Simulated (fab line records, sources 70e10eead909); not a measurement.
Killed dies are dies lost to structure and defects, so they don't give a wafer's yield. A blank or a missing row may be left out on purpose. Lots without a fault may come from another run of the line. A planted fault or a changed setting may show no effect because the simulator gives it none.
A struck lot beside a sound one | flow nand_harc | 17 steps out of a route of 1302
Sound: wafers L669.2, L669.3, L669.6. Struck: wafers L662.1, L662.2, L662.4. The cause comes at the end.
At each step with rows: each side's tool, then ch and its chambers, then its first start. Under that, the readings that differ: sound wafers | struck wafers | difference of the means | sigmas: that difference in standard deviations of wafers without a fault.
alike: readings whose means differ by less than 2 such deviations, and words and numbers that are the same on both sides. not compared: withheld readings, readings that some wafer has no value for, bounds like >300 that may hide the same value, and numbers for which the record gives no deviation and whose values overlap.
The two part at a step that has a row with sigmas, a row that says differs or no value, or rows on one side only. Numbers that don't overlap but have no deviation are shown without sigmas and don't part them. A reading that every wafer of one side lacks parts them only if that side has two wafers or more.

NHARC_A_M0_OVL_MEAS_10: pitch 160 nm.
  sound on overlay-02, day 27 00:13; struck on overlay-01, day 23 13:37
  alike: overlay_x_nm, overlay_y_nm
NHARC_A_M0_INSPECT_11:
  sound on defect_inspect-01, day 27 00:15; struck on defect_inspect-01, day 23 13:39
  alike: raw_defect_count
then, 1 step without rows for these wafers: NHARC_A_M0_DESCUM_14 (chemistry O2, time 3 s).
NHARC_A_M0_ETCH_34: etches the open film in N2/H2, target depth 40 nm, overetch 12 nm, time 43.94 s.
  sound on rie_diel-04 ch 0,2,3, day 27 00:24; struck on rie_diel-09 ch 0,1,2, day 23 13:48
  reading            | sound             | struck            | difference | sigmas
  rf_fwd_power_W (W) | 396.1 397.5 395.5 | 391.6 391.6 395.2 | -3.6       | -2
  alike: bias_w, drypump_motor_current_A, oes_product_au, rf_vpp_V, showerhead_plenum_p_Torr, throttle_valve_pct
  not compared: rf_hours_counter_h
then, 1 step without rows for these wafers: NHARC_A_M0_ETCH_15 (etches the open film in C4F8/Ar, target depth 150 nm, overetch 15 nm, time 82.5 s).
NHARC_A_M0_CD_MEAS_16:
  sound on cd_sem-03, day 27 00:37; struck on cd_sem-01, day 23 14:01
  reading    | sound          | struck         | difference | sigmas
  cd_nm (nm) | 80.9 80.6 82.6 | 80.6 79.7 77.9 | -2.0       | -2
NHARC_A_M0_STRIP_18: strips in N2/H2.
  sound on rie_diel-09 ch 0,1, day 27 00:41; struck on rie_diel-04 ch 1,2,3, day 23 14:05
  alike: drypump_motor_current_A, oes_product_au, power_w, rf_fwd_power_W, rf_vpp_V, showerhead_plenum_p_Torr, throttle_valve_pct
  not compared: rf_hours_counter_h
then, 1 step without rows for these wafers: NHARC_A_M0_STRIP_19 (strips in post etch residue remover, time 600 s).
NHARC_A_M0_DEGAS_28: time 60 s.
  sound on pvd_sputter-01, day 27 01:14; struck on pvd_sputter-03, day 23 14:38
  alike: heater_power_w
then, 2 steps without rows for these wafers: NHARC_A_M0_PRE_CLEAN_29 (time 30 s); NHARC_A_M0_PVD_20 (deposits TaN, target thk 5 nm, time 8.06 s).
NHARC_A_M0_PVD_21: deposits Cu, target thk 30 nm, time 20.49 s.
  sound on pvd_sputter-01; struck on pvd_sputter-03
  reading                  | sound             | struck            | difference | sigmas
  chamber_pressure_pa (Pa) | 5.061 5.002 4.991 | 4.996 4.996 4.992 | -0.023     | -2
  alike: throttle_valve_pct
NHARC_A_M0_ECD_22: material Cu, target thk 400 nm.
  sound on ecd_cu-02 ch 0, day 27 01:38; struck on ecd_cu-02 ch 0,1, day 23 15:00
  no value came back on the struck wafers for bath_heat_duty_pct (%), bath_temp_c (C); on the sound wafers bath_heat_duty_pct (%) reads 5.0 6.4 6.2
NHARC_A_M0_ANNEAL_30: time 90 s.
  sound on rtp_anneal-02 ch 0, day 27 02:01; struck on rtp_anneal-01 ch 0, day 23 15:23
  alike: wafer_temp_C_max
NHARC_A_M0_CMP_23: polishes, t overpolish 20 s, target thk 113.75 nm.
  sound on cmp-03 ch 0,1,3, day 27 02:19; struck on cmp-02 ch 0,1,3, day 23 15:44
  reading                | sound          | struck      | difference | sigmas
  time_to_endpoint_s (s) | 29.5 29.9 25.8 | 5.7 4.4 1.4 | -24.6      | -11
  alike: edge_zone_pressure_frac, motor_current_A
NHARC_A_M0_THK_MEAS_24: measures by xrf.
  sound on film_metro-01, day 27 02:38; struck on film_metro-02, day 23 16:02
  reading     | sound             | struck         | difference | sigmas
  thk_nm (nm) | 113.2 115.0 115.2 | 29.0 29.2 28.6 | -85.5      | -61
then, 1 step without rows for these wafers: NHARC_A_M0_SRD_25.

WHERE THEY PART
First at NHARC_A_M0_ETCH_34; last, within this record, at NHARC_A_M0_THK_MEAS_24.

WHY: what the simulator had put in
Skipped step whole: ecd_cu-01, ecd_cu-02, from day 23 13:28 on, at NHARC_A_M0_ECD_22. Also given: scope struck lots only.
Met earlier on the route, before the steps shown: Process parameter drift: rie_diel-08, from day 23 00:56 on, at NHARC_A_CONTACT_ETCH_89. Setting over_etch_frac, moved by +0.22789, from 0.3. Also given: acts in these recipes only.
